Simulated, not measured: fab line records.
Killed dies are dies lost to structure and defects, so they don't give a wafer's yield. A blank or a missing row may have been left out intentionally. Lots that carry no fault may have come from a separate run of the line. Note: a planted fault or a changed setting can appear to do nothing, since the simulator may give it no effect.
A lot that was struck, set against a sound lot ; flow nand-harc ; 19 out of 1159 route steps
Sound: the wafers L442.1, L442.3, L442.5. Struck: wafers L436.3, L436.4, L436.5. The cause is named last.
Order at every step that has rows: each side's tool, ch and its chambers, its first start. Under that, the readings that differ: sound wafers ; struck wafers ; difference of the means ; sigmas: that difference in standard deviations of wafers without a fault.
alike: readings with means less than 2 such deviations apart, plus words and numbers identical on both sides. not compared: withheld readings, readings lacking a value on some wafer, bounds such as >300 that could conceal the same value, and numbers that have no deviation in the record and whose values overlap.
A row with sigmas, a row that says differs or no value, or rows on one side alone: a step with any of these is where the two part. Non-overlapping numbers with no deviation appear without sigmas and do not part them. Lack of a reading on every wafer of one side parts them only where that side has two or more wafers.

NHARC_P_GATE_CD_MEAS_59: the cd target is 720 nm.
  sound on cd-sem-03 ch 0, day 8 13:28; struck on cd-sem-02 ch 0, day 7 08:35
  alike: cd-nm
then, 1 step without rows for these wafers: NHARC_P_GATE_HARDBAKE_60 (time 80 s).
NHARC_P_GATE_DESCUM_61: chemistry O2, time 3 s.
  sound on rie-diel-03 ch 0,1, day 8 13:38; struck on rie-diel-07 ch 1,2,3, day 7 08:46
  alike: drypump-motor-current-A, o2-flow-sccm, oes-product-au, rf-vpp-V, showerhead-plenum-p-Torr, throttle-valve-pct
  not compared: rf-hours-counter-h
next, for these wafers, 1 step has no rows: NHARC_P_GATE_IMPLANT_62.
NHARC_P_GATE_STRIP_112: strips in N2/H2, time 200 s.
  sound on plasma-asher-02 ch 0,1, day 8 14:00; struck on plasma-asher-01 ch 0,1, day 7 09:16
  alike: drypump-motor-current-A, heater-power-w
  not compared: rf-hours-counter-h
NHARC_P_GATE_STRIP_76: strips in O2.
  sound on plasma-asher-02 ch 0,1, day 8 14:16; struck on plasma-asher-01 ch 0,1, day 7 09:27
  alike: drypump-motor-current-A, heater-power-w
  not compared: rf-hours-counter-h
then, 6 steps without rows for these wafers: NHARC_P_GATE_STRIP_63 (strips in SPM, time 900 s); NHARC_P_GATE_DEHYDRATE_83 (time 120 s); NHARC_P_GATE_HMDS_84 (time 30 s); NHARC_P_GATE_COAT_85; NHARC_P_GATE_SOFTBAKE_86 (time 95 s); NHARC_P_GATE_EBR_87.
NHARC_P_GATE_EXPOSE_88: exposes mask P HVN, target cd 2000 nm.
  sound on krf-scanner-02 ch 0, day 8 15:02; struck on krf-scanner-02 ch 0, day 7 10:05
reading;sound;struck;difference;sigmas
mask;P_HVN#0 P_HVN#0 P_HVN#0;P_HVN_R1#0 P_HVN_R1#0 P_HVN_R1#0;differs;
  alike: stage-vel-mm-s
then, 2 steps without rows for these wafers: NHARC_P_GATE_PEB_89 (peb time 85 s); NHARC_P_GATE_DEVELOP_90 (time 70 s).
NHARC_P_GATE_CD_MEAS_91: the cd target is 2000 nm.
  sound on cd-sem-01 ch 0, day 8 15:11; struck on cd-sem-02 ch 0, day 7 10:14
reading;sound;struck;difference;sigmas
cd-nm (nm);2000.0 1999.8 2000.6;2164.6 2161.9 2163.4;+163.2;+99 or more
then, 1 step without rows for these wafers: NHARC_P_GATE_HARDBAKE_92 (time 80 s).
NHARC_P_GATE_DESCUM_93: chemistry O2, time 3 s.
  sound on rie-diel-07 ch 1,2,3, day 8 15:22; struck on rie-diel-03 ch 1,2,3, day 7 10:25
reading;sound;struck;difference;sigmas
model.P_GATE.cd-nm (nm);2000 2001 2001;2164 2162 2163;+162;
  alike: drypump-motor-current-A, o2-flow-sccm, oes-product-au, rf-vpp-V, showerhead-plenum-p-Torr, throttle-valve-pct
  not compared: rf-hours-counter-h
next, for these wafers, 1 step has no rows: NHARC_P_GATE_IMPLANT_94.

WHERE THEY PART
Last at NHARC_P_GATE_CD_MEAS_91 as far as this record goes, first at NHARC_P_GATE_EXPOSE_88. Later steps at which nothing parts them and some readings are alike: NHARC_P_GATE_DESCUM_93.

WHY: whatever the simulator had introduced
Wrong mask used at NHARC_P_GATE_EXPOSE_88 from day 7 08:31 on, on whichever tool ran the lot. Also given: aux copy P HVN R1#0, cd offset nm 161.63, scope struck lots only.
